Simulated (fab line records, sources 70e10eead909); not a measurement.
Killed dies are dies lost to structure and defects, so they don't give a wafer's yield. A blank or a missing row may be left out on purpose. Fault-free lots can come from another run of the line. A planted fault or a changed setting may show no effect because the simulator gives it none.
The tool behind it: which one? -- flow nand_harc -- 6 lots, 18 wafers sampled, at 5 steps of a route of 1302

## WHAT EACH GAUGE READ, for each wafer
NHARC_END_SORT_01.
lot -- measured -- on -- killed_at_array

## EACH LOT AND THE TOOL THAT RAN IT (in order: tool; ch and the chambers of the sampled wafers; start)
lot,NHARC_A_CHANNEL_FILL_D2_ALD_15,NHARC_A_CHANNEL_FILL_D2_ALD_16,NHARC_A_CHANNEL_FILL_D2_ALD_25,NHARC_A_CHANNEL_FILL_D2_STRIP_29
L905,"ald_sin_batch-02 ch 0, day 13 21:56","ald_hk-03 ch 0,2,3, day 14 00:01","ald_hk-04 ch 0,2, day 15 01:53","rie_diel-10 ch 0,2, no start"
L908,"ald_sin_batch-03 ch 0, day 15 11:16","ald_hk-01 ch 0,1, day 15 13:19","ald_hk-04 ch 2,3, day 16 13:23","rie_diel-10 ch 0,2,3, no start"
L911,"ald_sin_batch-01 ch 0, day 16 19:31","ald_hk-04 ch 0,1,3, day 16 21:35","ald_hk-03 ch 1,2, day 17 21:34","rie_diel-03 ch 1,3, day 18 03:21"
L913,"ald_sin_batch-01 ch 0, day 18 04:26","ald_hk-01 ch 2,3, day 18 06:32","ald_hk-01 ch 1,2, day 19 07:08","rie_diel-03 ch 2,3, day 19 12:51"
L924,"ald_sin_batch-02 ch 0, day 22 17:16","ald_hk-01 ch 0,1,3, day 22 19:21","ald_hk-01 ch 2,3, day 23 19:37","rie_diel-11 ch 0,1,3, no start"
L927,"ald_sin_batch-03 ch 0, day 23 11:58","ald_hk-03 ch 0,3, day 23 14:03","ald_hk-04 ch 1,3, day 24 16:10","rie_diel-10 ch 0,1, no start"
- NHARC_A_CHANNEL_FILL_D2_ALD_15: deposits SiNx, target thk 2 nm, pulse time 60 s, ald cycles 19.
- NHARC_A_CHANNEL_FILL_D2_ALD_16: deposits SiO2, target thk 1.5 nm, pulse time 10 s, ald cycles 15.
- NHARC_A_CHANNEL_FILL_D2_ALD_25: deposits SiOx, target thk 60 nm, pulse time 10 s, ald cycles 600.
- NHARC_A_CHANNEL_FILL_D2_STRIP_29: strips in O2, time 20 s.

## THE ANSWER, worked out from the rows above alone
Rule: usual is defined by the lots themselves. Put in order of their means at a reading, lots are off if they are a third of the lots or fewer, leave a main group of 4 or more, and stand apart from it by a gap of 3 or more times the standard deviation of the main group's means; of several such gaps the widest counts. Not used: any main group whose means are identical at the precision the tables above print for the reading. Also off: a lot with no number at a reading for which 4 or more lots have one. The other lots that the step has rows for count as sound.
No lot is off on any of the readings shown, so nothing can be concluded from this.

## WHAT HAD BEEN PUT IN BY THE SIMULATOR
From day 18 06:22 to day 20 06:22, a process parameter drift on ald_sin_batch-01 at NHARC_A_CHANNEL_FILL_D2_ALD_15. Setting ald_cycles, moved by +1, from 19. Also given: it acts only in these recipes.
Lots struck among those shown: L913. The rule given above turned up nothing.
